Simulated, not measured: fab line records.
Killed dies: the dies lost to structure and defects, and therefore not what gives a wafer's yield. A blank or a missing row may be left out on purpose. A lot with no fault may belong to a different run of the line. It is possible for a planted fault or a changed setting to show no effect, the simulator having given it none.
Which tool is to blame?	flow n5 finfet	Sampling: 11 lots, 32 wafers, 5 of 1938 route steps

WHAT THE GAUGES SHOWED, per wafer
N5_BEOL_M5_CD_MEAS_18: pitch 56 nm, target cd 28 nm.
lot	measured	on	cd nm (nm)
L611	day 8 12:52	cd sem-01	27.6 27.6 27.4
L613	day 9 07:16	cd sem-01	27.7 28.4 28.4
L614	day 9 08:06	cd sem-03	28.1 28.0 28.1
L617	day 10 00:26	cd sem-01	28.0 28.2
L620	day 10 15:52	cd sem-01	27.7 28.5 27.3
L619	day 10 19:02	cd sem-02	28.1 27.7 28.3
L624	day 12 02:26	cd sem-01	27.2 28.1 27.1
L630	day 13 08:46	cd sem-01	27.8 28.4 28.5
L632	day 14 00:19	cd sem-01	28.1 27.9 28.4
L631	day 14 02:32	cd sem-03	27.9 28.3 27.6
L633	day 14 07:06	cd sem-03	27.9 28.1 26.9

N5_BEOL_M5_OCD_MEAS_38.
lot	measured	on	trench depth nm (nm)
L611	day 8 13:53	ocd-01	71.4 70.7 71.3
L613	day 9 09:26	ocd-01	70.6 72.5 72.8
L614	day 9 09:28	ocd-02	71.2 74.1 70.5
L617	day 10 01:19	ocd-01	69.7 73.8
L620	day 10 17:28	ocd-01	68.3 73.0 70.0
L619	day 10 19:56	ocd-01	73.7 68.5 67.9
L624	day 12 04:08	ocd-02	69.9 71.5 72.7
L630	day 13 09:46	ocd-01	67.6 68.9 68.1
L632	day 14 01:31	ocd-02	73.0 73.2 73.2
L631	day 14 03:29	ocd-02	64.1 67.9 65.4
L633	day 14 11:50	ocd-01	71.7 70.6 70.8

N5_BEOL_M5_CD_MEAS_35: target cd 28 nm, target cd y 24 nm.
lot	measured	on	cd nm (nm)
L611	day 8 14:02	cd sem-02	27.7 27.8 27.7
L613	day 9 09:35	cd sem-03	27.4 28.7 28.2
L614	day 9 09:37	cd sem-01	27.7 28.5 28.1
L617	day 10 01:28	cd sem-02	28.8 28.3
L620	day 10 17:37	cd sem-02	27.6 27.9 27.9
L619	day 10 20:05	cd sem-02	27.6 27.5 28.6
L624	day 12 04:18	cd sem-03	27.3 28.3 27.5
L630	day 13 09:55	cd sem-03	27.7 28.4 28.6
L632	day 14 01:41	cd sem-02	28.5 28.0 28.5
L631	day 14 03:38	cd sem-03	27.4 28.4 27.7
L633	day 14 11:59	cd sem-01	27.8 27.9 26.9

EACH LOT AND THE TOOL THAT RAN IT (in order: tool; ch and the chambers of the sampled wafers; start)
lot	N5_BEOL_M5_ETCH_75	N5_BEOL_M5_TRENCH_ETCH_37
L611	rie diel-03 ch 0,3, day 8 13:29	rie diel-03 ch 0,3, day 8 13:43
L613	rie diel-03 ch 0,1, day 9 09:03	rie diel-03 ch 0,1, day 9 09:17
L614	rie diel-06 ch 0,3, day 9 09:04	rie diel-06 ch 0,3, day 9 09:18
L617	rie diel-05 ch 0,3, day 10 00:56	rie diel-05 ch 0,3, day 10 01:10
L620	rie diel-05 ch 0,2,3, day 10 17:05	rie diel-05 ch 0,2,3, day 10 17:19
L619	rie diel-05 ch 0,2, day 10 19:33	rie diel-05 ch 0,2, day 10 19:47
L624	rie diel-05 ch 0,1,3, day 12 03:46	rie diel-05 ch 0,1,3, day 12 03:59
L630	rie diel-05 ch 0,1, day 13 09:23	rie diel-05 ch 0,1, day 13 09:37
L632	rie diel-06 ch 2,3, day 14 01:08	rie diel-06 ch 2,3, day 14 01:22
L631	rie diel-05 ch 0,2,3, day 14 03:05	rie diel-05 ch 0,2,3, day 14 03:19
L633	rie diel-03 ch 1,2, day 14 11:27	rie diel-03 ch 1,2, day 14 11:41
- N5_BEOL_M5_ETCH_75: etches underlayer in N2/H2, target depth 6.5 nm, time 5.2 s.
- N5_BEOL_M5_TRENCH_ETCH_37: etches SiCOH lowk in C4F6/O2, target depth 71.652 nm, time 24.7 s.

WHAT THE TOOLS THEMSELVES READ (means of the sampled wafers that have a number; where no wafer has one, the mark that the record gives instead)
N5_BEOL_M5_ETCH_75.
lot	tool	bias w (W)	drypump motor current A (A)	etch rf on time s (s)	oes product au (a.u.)	rf vpp V (V)	showerhead plenum p Torr (Torr)	throttle valve pct (%)
L611	rie diel-03	150.1	6.18	5.28	0.74	520.9	2.47	17.77
L613	rie diel-03	150.9	6.13	5.16	0.70	523.1	2.53	17.87
L614	rie diel-06	149.7	5.66	5.13	0.72	521.7	2.46	17.67
L617	rie diel-05	150.3	5.75	5.24	0.74	526.3	2.60	18.18
L620	rie diel-05	149.8	5.60	5.37	0.68	524.6	2.56	18.03
L619	rie diel-05	150.1	5.39	5.47	0.65	523.1	2.52	17.86
L624	rie diel-05	149.9	5.74	5.18	0.69	525.6	2.61	18.08
L630	rie diel-05	150.5	5.66	5.10	0.67	525.6	2.62	17.98
L632	rie diel-06	150.2	5.70	4.97	0.69	522.1	2.52	17.81
L631	rie diel-05	149.8	5.60	5.41	0.65	524.5	2.55	18.06
L633	rie diel-03	149.9	6.01	5.09	0.60	522.2	2.45	17.93

N5_BEOL_M5_TRENCH_ETCH_37.
lot	tool	bias w (W)	drypump motor current A (A)	oes product au (a.u.)	rf vpp V (V)	showerhead plenum p Torr (Torr)	throttle valve pct (%)
L611	rie diel-03	184.8	6.17	0.87	680	2.76	20.81
L613	rie diel-03	184.6	6.10	0.82	661	2.82	20.80
L614	rie diel-06	185.4	5.68	0.83	671	2.74	20.61
L617	rie diel-05	185.2	5.74	0.87	674	2.91	21.22
L620	rie diel-05	185.0	5.59	0.81	670	2.89	21.23
L619	rie diel-05	185.2	5.39	0.77	663	2.87	21.24
L624	rie diel-05	185.5	5.74	0.81	677	2.90	21.06
L630	rie diel-05	148.2	5.68	0.76	567	2.90	20.90
L632	rie diel-06	185.1	5.70	0.80	671	2.82	20.83
L631	rie diel-05	147.9	5.58	0.75	561	2.88	21.26
L633	rie diel-03	186.1	6.02	0.69	642	2.76	21.07

THE ANSWER, worked out from the rows above alone
Rule: the usual values come from the lots themselves. Put in order of their means at a reading, lots are off if they are a third of the lots or fewer, leave a main group of 4 or more, and stand apart from it by a gap of 3 or more times the standard deviation of the main group's means; of several such gaps the widest counts. A main group is skipped when, at the precision printed for the reading in the tables above, its means are all equal. Also off: a lot with no number at a reading for which 4 or more lots have one. Any other lot the step has rows for is counted as sound. The gauges are gone through in route order, then the tools' own readings, and for those a lot's mean is taken as printed above. At the first step where some lot is off, the reading lying furthest off is the one used; lots without a number count as furthest.
Off at N5_BEOL_M5_TRENCH_ETCH_37 (bias w): L630, L631. Mean 185.2 W and standard deviation 0.41 in the main group.
A tool fits if, at that step or a process step before it, it ran every lot that is off, and no sound lot after the first of them. One candidate fits, namely rie diel-05 at N5_BEOL_M5_ETCH_75 and N5_BEOL_M5_TRENCH_ETCH_37. At N5_BEOL_M5_ETCH_75 its last sound lot is L624 (day 12 03:46), its first lot that is off L630 (day 13 09:23): a fault that began between those two fits.

WHAT THE SIMULATOR HAD INSERTED
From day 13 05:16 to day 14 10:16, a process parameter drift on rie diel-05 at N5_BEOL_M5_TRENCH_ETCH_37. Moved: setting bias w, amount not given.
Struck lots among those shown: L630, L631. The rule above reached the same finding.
